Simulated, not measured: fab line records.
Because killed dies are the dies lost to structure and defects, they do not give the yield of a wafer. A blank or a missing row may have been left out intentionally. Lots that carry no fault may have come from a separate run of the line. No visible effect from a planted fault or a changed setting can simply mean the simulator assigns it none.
Matching of chambers || flow n5Finfet || N5_BEOL_M0_SAQP_PECVD_96 on pecvd-03: 3 sister chambers
The step deposits a-Si from SiH4/He, target thk 45 nm, time 45.2 s. 14 wafers are shown with their chamber, then 7 later ones without.

## WAFERS, EACH WITH ITS CHAMBER
{"wafer": "L075.3", "chamber": 1, "showerheadPlenumPTorr (Torr)": 5.73, "throttleValvePct (%)": 18.7, "heaterPowerW (W)": 579}
{"wafer": "L075.4", "chamber": 0, "showerheadPlenumPTorr (Torr)": 5.76, "throttleValvePct (%)": 18.3, "heaterPowerW (W)": 555}
{"wafer": "L075.5", "chamber": 1, "showerheadPlenumPTorr (Torr)": 5.74, "throttleValvePct (%)": 18.7, "heaterPowerW (W)": 593}
{"wafer": "L077.1", "chamber": 1, "showerheadPlenumPTorr (Torr)": 5.72, "throttleValvePct (%)": 18.6, "heaterPowerW (W)": 585}
{"wafer": "L077.3", "chamber": 2, "showerheadPlenumPTorr (Torr)": 5.62, "throttleValvePct (%)": 17.5, "heaterPowerW (W)": 702}
{"wafer": "L077.5", "chamber": 0, "showerheadPlenumPTorr (Torr)": 5.77, "throttleValvePct (%)": 18.1, "heaterPowerW (W)": 556}
{"wafer": "L079.1", "chamber": 0, "showerheadPlenumPTorr (Torr)": 5.76, "throttleValvePct (%)": 18.1, "heaterPowerW (W)": 556}
{"wafer": "L079.4", "chamber": 2, "showerheadPlenumPTorr (Torr)": 5.63, "throttleValvePct (%)": 17.8, "heaterPowerW (W)": 648}
{"wafer": "L079.6", "chamber": 0, "showerheadPlenumPTorr (Torr)": 5.76, "throttleValvePct (%)": 18.0, "heaterPowerW (W)": 557}
{"wafer": "L089.2", "chamber": 2, "showerheadPlenumPTorr (Torr)": 5.64, "throttleValvePct (%)": 17.7, "heaterPowerW (W)": 670}
{"wafer": "L089.3", "chamber": 0, "showerheadPlenumPTorr (Torr)": 5.75, "throttleValvePct (%)": 17.8, "heaterPowerW (W)": 581}
{"wafer": "L089.6", "chamber": 0, "showerheadPlenumPTorr (Torr)": 5.76, "throttleValvePct (%)": 18.0, "heaterPowerW (W)": 604}
{"wafer": "L091.4", "chamber": 2, "showerheadPlenumPTorr (Torr)": 5.64, "throttleValvePct (%)": 17.8, "heaterPowerW (W)": 661}
{"wafer": "L091.5", "chamber": 0, "showerheadPlenumPTorr (Torr)": 5.76, "throttleValvePct (%)": 18.0, "heaterPowerW (W)": 562}

SIGNATURES (averages over the wafers above)
{"reading": "showerheadPlenumPTorr", "chamber 0": 5.7600, "chamber 1": 5.7300, "chamber 2": 5.6325, "scatter within a chamber": 0.00783}
{"reading": "throttleValvePct", "chamber 0": 18.043, "chamber 1": 18.667, "chamber 2": 17.700, "scatter within a chamber": 0.136}
{"reading": "heaterPowerW", "chamber 0": 567.29, "chamber 1": 585.67, "chamber 2": 670.25, "scatter within a chamber": 18.5}
Rule: a wafer's distance from a chamber is the root of the sum, over the readings, of the square of ((its reading less the chamber's mean) divided by the reading's scatter). The wafer belongs to the nearest chamber; if the next one is less than 2 further off, it can't be placed. The scatter is the square root of a quotient: the sum, over the shown wafers, of each reading's squared deviation from its chamber's mean, divided by wafers minus chambers.

## WAFERS WITHOUT THEIR CHAMBER
{"wafer": "L091.6", "showerheadPlenumPTorr (Torr)": 5.76, "throttleValvePct (%)": 18.6, "heaterPowerW (W)": 557}
{"wafer": "L092.1", "showerheadPlenumPTorr (Torr)": 5.65, "throttleValvePct (%)": 17.8, "heaterPowerW (W)": 732}
{"wafer": "L092.4", "showerheadPlenumPTorr (Torr)": 5.65, "throttleValvePct (%)": 17.7, "heaterPowerW (W)": 721}
{"wafer": "L092.6", "showerheadPlenumPTorr (Torr)": 5.74, "throttleValvePct (%)": 18.6, "heaterPowerW (W)": 591}
{"wafer": "L096.2", "showerheadPlenumPTorr (Torr)": 5.64, "throttleValvePct (%)": 17.8, "heaterPowerW (W)": 649}
{"wafer": "L096.3", "showerheadPlenumPTorr (Torr)": 5.74, "throttleValvePct (%)": 18.4, "heaterPowerW (W)": 587}
{"wafer": "L096.6", "showerheadPlenumPTorr (Torr)": 5.76, "throttleValvePct (%)": 17.8, "heaterPowerW (W)": 596}

## CHAMBER TAKEN BY EACH
{"wafer": "L091.6", "from the rows above": "can't be placed: 0 or 1", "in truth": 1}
{"wafer": "L092.1", "from the rows above": 2, "in truth": 2}
{"wafer": "L092.4", "from the rows above": 2, "in truth": 2}
{"wafer": "L092.6", "from the rows above": 1, "in truth": 1}
{"wafer": "L096.2", "from the rows above": 2, "in truth": 2}
{"wafer": "L096.3", "from the rows above": "can't be placed: 1 or 0", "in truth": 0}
{"wafer": "L096.6", "from the rows above": 0, "in truth": 0}
Correctly placed: 5 of 7. These rows do not allow placing 2 (true chamber among the candidates in 2). Wrongly placed: 0.
